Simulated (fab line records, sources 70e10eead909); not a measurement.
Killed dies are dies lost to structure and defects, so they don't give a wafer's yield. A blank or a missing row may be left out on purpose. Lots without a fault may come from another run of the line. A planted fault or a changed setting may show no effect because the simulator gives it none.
fab line records | flow nand_harc
record lots=12 wafers=36 last_day=34
route steps=1302 shown A_CONTACT@1082
lots that met no fault: from a run of the same line without faults
start_h: hours from the record's first day to the start of the lot's first wafer shown | wait_h: hours since the lot's step before | " the same as in the row above | L1.1+2: a row that stands for several wafers | - no value, or no start given | * or withheld: withheld | < > ~ a bound
route shown NAME@n: a module of which the file shows steps, and the number in the route of the first | usual: mean/standard deviation of fault-free wafers | same: alike in all rows | chamber/n: place in a boat | sites: the reading at each site | _std_site: their standard deviation | _edge_site: outer sites' mean less inner sites' | radius_mm: how far each site lies from the wafer's centre | mask NAME#n: copy n | behind: the tool/chamber that last shaped the wafer | hold: why the lot was held/for how many hours/how that ended | device: the transistor (n, p or np) that didn't switch | end of line: the same wafers' tests at the end of the route | a step without rows: its recipe alone | killed: dies lost to structure and defects at the first sort, not the wafer's yield | map: a wafer's dies, x killed, . not, _ none there
set.NAME: the setting as run; set.NAME@STEP: as run at that earlier step | model.NAME: the simulator's own value behind a step, which no gauge read
steps of the route over a sample of lots; a table a step, a row a wafer
services: from which hour (start_h, from the record's first day; less than 0 if before it) a tool's chamber was out of use, for how many hours, and why
## steps
# step NHARC_A_CONTACT_ETCH_88
# recipe target_depth_a=390 over_etch_frac=0.3 time_s=65 ion_energy_ev=80 cf4_flow_sccm=150 ar_flow_sccm=0 rf_w=300 bias_w=100 chemistry=CF4
# usual drypump_motor_current_A=5.9/0.5 oes_product_au=1.000/0.011 rf_vpp_V=151.5/1.4 showerhead_plenum_p_Torr=1.79/0.087 throttle_valve_pct=13.284/0.0091
# columns lot.wafer tool chamber start_h wait_h drypump_motor_current_A oes_product_au rf_hours_counter_h rf_vpp_V showerhead_plenum_p_Torr throttle_valve_pct
L532.2 rie_diel-11 3 521.26 0.1 6.1 0.991 25 151.3 1.78 13.282
L532.3 " 0 " " 6.2 0.992 22 149.1 1.65 13.290
L532.1 " 1 " " 6.2 1.003 23 149.1 1.72 13.284
L531.3 rie_diel-08 0 521.43 0.1 4.8 1.010 51 152.7 1.89 13.280
L531.6 " 0 " " 4.8 0.998 - 154.6 1.89 13.282
L531.5 " 1 " " 6.5 1.002 - 150.2 1.72 13.275
L530.2 rie_diel-09 3 523.28 0.2 5.7 1.004 2 151.9 1.75 13.295
L530.1 " 0 " " 5.1 1.023 2 152.9 1.87 13.273
L530.5 " 2 " " 6.0 0.999 - 151.6 1.91 13.285
L533.2 rie_diel-11 0 536.26 0.1 6.2 0.997 29 149.5 1.65 13.275
L533.3 " 3 " " 6.1 0.998 32 151.7 1.78 13.289
L533.6 " 1 " " 6.1 1.001 - 149.2 1.72 13.298
L534.2 rie_diel-09 0 550.95 0.1 5.2 1.025 5 152.5 1.87 13.285
L534.5 " 2 " " 6.0 1.007 - 155.6 1.91 13.282
L534.4 " 0 " " 5.2 1.023 - 153.2 1.87 13.286
L535.3 rie_diel-09 2 572.25 0.1 6.0 0.996 10 152.8 1.91 13.269
L535.4 " 3 " " 5.7 1.010 9 151.1 1.74 13.289
L535.5 " 1 " " 6.3 1.010 - 149.4 1.67 13.270
L538.1 rie_diel-09 1 578.12 0.1 6.3 1.019 10 150.7 1.67 13.284
L538.6 " 1 " " 6.3 1.010 - 149.0 1.67 13.292
L538.5 " 2 " " 6.0 1.003 - 153.0 1.91 13.290
L536.3 rie_diel-09 2 580.96 0.1 6.0 0.996 12 151.7 1.90 13.273
L536.5 " 1 " " 6.3 1.004 - 149.5 1.67 13.291
L536.6 " 2 " " 6.0 0.999 - 153.1 1.90 13.303
L543.2 rie_diel-09 2 659.73 0.1 6.0 0.987 28 153.2 1.90 13.285
L543.1 " 3 " " 5.7 0.994 24 150.4 1.74 13.293
L543.3 " 1 " " 6.3 1.009 27 150.6 1.67 13.281
L547.1 rie_diel-11 0 661.38 0.1 6.2 0.994 13 152.0 1.90 13.285
L547.5 " 2 " " 6.5 0.981 - 149.9 1.72 13.293
L547.6 " 3 " " 6.1 0.982 - 150.8 1.77 13.294
L552.4 rie_diel-09 2 748.46 0.1 6.0 0.984 11 154.4 1.90 13.275
L552.1 " 0 " " 5.1 1.000 11 153.3 1.86 13.289
L552.6 " 2 " " 6.0 0.995 - 152.7 1.90 13.273
L553.1 rie_diel-09 1 750.07 0.1 6.3 0.995 13 149.9 1.67 13.301
L553.2 " 3 " " 5.7 0.966 9 151.3 1.74 13.288
L553.5 " 0 " " 5.2 0.986 - 150.9 1.86 13.267
# step NHARC_A_CONTACT_ETCH_135
# recipe source_w=withheld pressure_mtorr=20 bias_v=1200 time_s=311 target_depth_a=19120 ar_flow_sccm=withheld c4f8_flow_sccm=withheld o2_flow_sccm=withheld chemistry=C4F8/O2/Ar
# columns lot.wafer tool chamber start_h wait_h rf_hours_counter_h
L532.1 har_cap_etch-02 0 522.60 0.2 94
L532.2 " 1 " " 94
L532.3 " 0 " " -
L531.3 har_cap_etch-01 0 522.80 0.2 -
L531.5 " 1 " " -
L531.6 " 0 " " -
L530.2 har_cap_etch-03 0 524.50 0.2 45
L530.1 " 1 " " 45
L530.5 " 1 " " -
L533.2 har_cap_etch-03 1 537.63 0.2 47
L533.3 " 1 " " -
L533.6 " 0 " " -
L534.2 har_cap_etch-03 0 552.48 0.2 48
L534.4 " 1 " " -
L534.5 " 1 " " -
L535.4 har_cap_etch-03 0 573.57 0.2 -
L535.3 " 1 " " -
L535.5 " 0 " " -
L538.1 har_cap_etch-02 1 579.41 0.2 103
L538.5 " 0 " " -
L538.6 " 1 " " -
L536.3 har_cap_etch-01 0 582.39 0.2 -
L536.6 " 1 " " -
L536.5 " 0 " " -
L543.1 har_cap_etch-02 0 661.14 0.2 119
L543.2 " 1 " " 119
L543.3 " 1 " " -
L547.1 har_cap_etch-03 0 662.66 0.2 72
L547.6 " 1 " " -
L547.5 " 0 " " -
L552.1 har_cap_etch-01 0 749.69 0.2 43
L552.4 " 1 " " -
L552.6 " 1 " " -
L553.2 har_cap_etch-02 0 751.30 0.2 134
L553.1 " 1 " " 134
L553.5 " 0 " " -
# step NHARC_A_CONTACT_CVD_19
# recipe target_thk_a=3000 temp_c=300 pressure_torr=40 wf6_flow_sccm=40 h2_flow_sccm=1600 ar_flow_sccm=1560 time_s=802 material=W
# usual heater_power_w=447/43 throttle_valve_pct=8.21/0.19
# columns lot.wafer tool chamber start_h wait_h heater_power_w throttle_valve_pct
L532.2 cvd_w-01 0 525.85 - 459 8.53
L532.1 " 1 " " 417 8.32
L532.3 " 1 " " 420 8.25
L531.3 cvd_w-02 0 525.95 - 386 7.98
L531.6 " 0 " " 381 8.10
L531.5 " 1 " " 502 8.33
L530.1 cvd_w-01 1 527.52 - 427 8.35
L530.2 " 0 " " 440 8.38
L530.5 " 1 " " 428 8.35
L533.2 cvd_w-01 0 540.74 - 470 8.35
L533.3 " 1 " " 418 8.19
L533.6 " 1 " " 417 8.30
L534.2 cvd_w-02 1 555.73 - 517 8.04
L534.4 " 1 " " 510 8.39
L534.5 " 1 " " 518 8.50
L535.4 cvd_w-01 0 576.86 - 466 8.07
L535.3 " 1 " " 430 8.08
L535.5 " 0 " " 464 8.29
L538.1 cvd_w-01 0 582.81 - 482 8.24
L538.5 " 0 " " 461 8.49
L538.6 " 1 " " 430 8.22
L536.3 cvd_w-02 1 585.50 - 526 8.13
L536.6 " 1 " " 511 8.48
L536.5 " 0 " " 384 7.63
L547.1 cvd_w-02 0 665.94 - 390 8.28
L547.5 " 1 " " 489 7.64
L547.6 " 0 " " 385 8.28
L543.2 cvd_w-01 1 667.07 - 432 7.95
L543.1 " 0 " " 475 8.40
L543.3 " 1 " " 438 8.24
L552.1 cvd_w-01 0 752.71 - 491 8.19
L552.4 " 0 " " 493 8.09
L552.6 " 1 " " 433 7.99
L553.1 cvd_w-02 1 754.30 - 482 7.91
L553.2 " 0 " " 392 8.15
L553.5 " 1 " " 494 8.13
# step NHARC_A_CONTACT_CMP_20
# recipe t_overpolish_s=30 target_thk_nm=300
# usual edge_zone_pressure_frac=0.999/0.0048 motor_current_A=12.1/1.5 overpolish_run_s=30.001/0.009 time_to_endpoint_s=59.4/3
# columns lot.wafer tool chamber start_h wait_h edge_zone_pressure_frac motor_current_A overpolish_run_s time_to_endpoint_s
L531.3 cmp-02 3 526.61 0.5 1.000 11.6 29.988 68.3
L531.6 " 2 " " 1.005 12.4 30.008 62.4
L531.5 " 3 " " 1.008 11.3 30.004 66.2
L532.2 cmp-03 3 526.73 0.8 1.005 15.3 29.981 57.5
L532.1 " 0 " " 0.991 12.8 30.007 58.7
L532.3 " 2 " " 1.001 12.0 30.002 61.3
L530.1 cmp-03 0 528.41 0.8 0.998 12.4 30.006 60.7
L530.2 " 3 " " 0.993 15.6 30.014 59.8
L530.5 " 1 " " 1.003 10.7 30.002 62.0
L533.3 cmp-03 0 541.50 0.5 0.999 13.1 30.001 59.3
L533.2 " 1 " " 0.991 11.3 30.002 62.4
L533.6 " 0 " " 1.000 13.4 30.006 60.7
L534.4 cmp-04 3 556.66 0.6 0.999 11.0 29.998 65.3
L534.2 " 0 " " 0.996 9.9 30.000 60.0
L534.5 " 1 " " 0.994 13.5 30.004 57.2
L535.4 cmp-02 2 577.54 0.6 1.001 12.2 30.005 57.3
L535.3 " 3 " " 0.992 11.8 30.004 61.9
L535.5 " 0 " " 0.998 11.7 29.995 58.3
L538.1 cmp-04 1 583.71 0.8 0.996 14.1 30.009 55.2
L538.5 " 1 " " 0.995 12.9 30.006 54.5
L538.6 " 2 " " 0.999 12.6 30.011 59.0
L536.3 cmp-02 3 586.14 0.5 1.000 11.3 30.014 63.8
L536.5 " 3 " " 1.005 11.9 29.999 63.0
L536.6 " 0 " " 0.995 12.8 29.981 58.9
L547.1 cmp-02 0 666.72 0.7 0.993 12.1 29.988 60.0
L547.6 " 3 " " 0.999 10.6 29.982 63.2
L547.5 " 0 " " 0.990 12.6 30.000 60.2
L543.3 cmp-03 3 667.95 0.5 1.003 15.3 29.999 58.1
L543.1 " 0 " " 0.990 12.8 29.996 33.3
L543.2 " 1 " " 0.993 10.5 30.003 59.4
L552.4 cmp-04 0 753.59 0.5 1.000 10.8 30.006 58.9
L552.1 " 2 " " 1.002 13.3 29.987 57.1
L552.6 " 0 " " 0.999 9.8 29.998 54.6
L553.1 cmp-03 2 755.24 0.8 0.996 11.9 29.999 61.1
L553.2 " 3 " " 0.999 15.4 30.010 56.2
L553.5 " 2 " " 1.001 11.5 30.001 58.6
# step NHARC_A_CONTACT_INSPECT_23
# usual raw_defect_count=518/130
# columns lot.wafer tool chamber start_h wait_h raw_defect_count
L531.3 defect_inspect-01 - 526.99 0.1 862
L531.5 " - " " 659
L531.6 " - " " 550
L532.1 defect_inspect-01 - 527.13 0.1 720
L532.2 " - " " 643
L532.3 " - " " 501
L530.1 defect_inspect-02 - 528.81 0.1 538
L530.2 " - " " 440
L530.5 " - " " 553
L533.2 defect_inspect-01 - 541.90 0.1 436
L533.3 " - " " 557
L533.6 " - " " 317
L534.2 defect_inspect-01 - 557.01 0.1 505
L534.4 " - " " 436
L534.5 " - " " 551
L535.3 defect_inspect-01 - 577.90 0.1 677
L535.4 " - " " 758
L535.5 " - " " 605
L538.1 defect_inspect-01 - 584.11 0.1 549
L538.5 " - " " 466
L538.6 " - " " 477
L536.3 defect_inspect-01 - 586.55 0.1 629
L536.5 " - " " 615
L536.6 " - " " 432
L547.1 defect_inspect-02 - 667.09 0.1 634
L547.5 " - " " 535
L547.6 " - " " 479
L543.1 defect_inspect-01 - 668.36 0.1 556
L543.2 " - " " 593
L543.3 " - " " 771
L552.1 defect_inspect-01 - 754.00 0.1 360
L552.4 " - " " 426
L552.6 " - " " 448
L553.1 defect_inspect-01 - 755.61 0.1 450
L553.2 " - " " 540
L553.5 " - " " 410
## services
# columns tool chamber start_h hours kind
har_cap_etch-01 - 498.16 17.0 pm
cmp-04 - 503.06 4.0 pm
cmp-02 - 526.73 4.0 pm
cmp-03 - 531.00 1.0 repair
rie_diel-09 1 539.40 16.1 repair
cvd_w-01 - 547.00 13.0 pm
cmp-03 - 554.33 4.0 pm
cmp-03 - 569.78 1.8 repair
har_cap_etch-02 - 596.77 0.3 repair
cmp-02 - 612.66 14.0 repair
rie_diel-09 - 620.17 1.2 repair
cvd_w-02 - 631.02 13.0 pm
cmp-02 - 652.32 1.5 repair
cmp-03 - 652.33 4.0 pm
cmp-02 - 654.74 9.5 repair
cmp-02 - 672.26 2.2 repair
rie_diel-09 - 674.14 9.0 pm
cmp-02 - 701.84 1.1 repair
cmp-02 - 724.64 4.0 pm
rie_diel-09 3 725.36 9.6 repair
cvd_w-01 - 728.00 13.0 pm
cmp-02 - 737.54 2.3 repair
cmp-03 - 750.33 4.0 pm
har_cap_etch-02 - 754.00 17.0 pm
## key
first_sign step=NHARC_A_CONTACT_CMP_20 reading=time_to_endpoint_s direction=down sigmas=8.7 usual=* struck=*
effect none on later readings
met_at NHARC_A_CONTACT_CVD_19
struck_lots L543
struck_wafers L543.1
tester_left_out L543
not_acting_at NHARC_A_CONTACT_ETCH_88,NHARC_A_CONTACT_ETCH_135,NHARC_A_CONTACT_INSPECT_23
onset_between 582.81 667.07
fault kind=process_parameter_drift tool=cvd_w-01 chamber=0 onset_h=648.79 steps=NHARC_A_CONTACT_CVD_19 channel=target_thk_a offset=* shape=step end_h=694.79 acts_in=* stated=*
# tester_left_out: of these lots the tester's yield and bins aren't shown, on N5 and GAA mostly nor the transistor test; their killed dies are dies lost to structure and defects alone, not to doping, threshold or leakage, so they don't give the yield
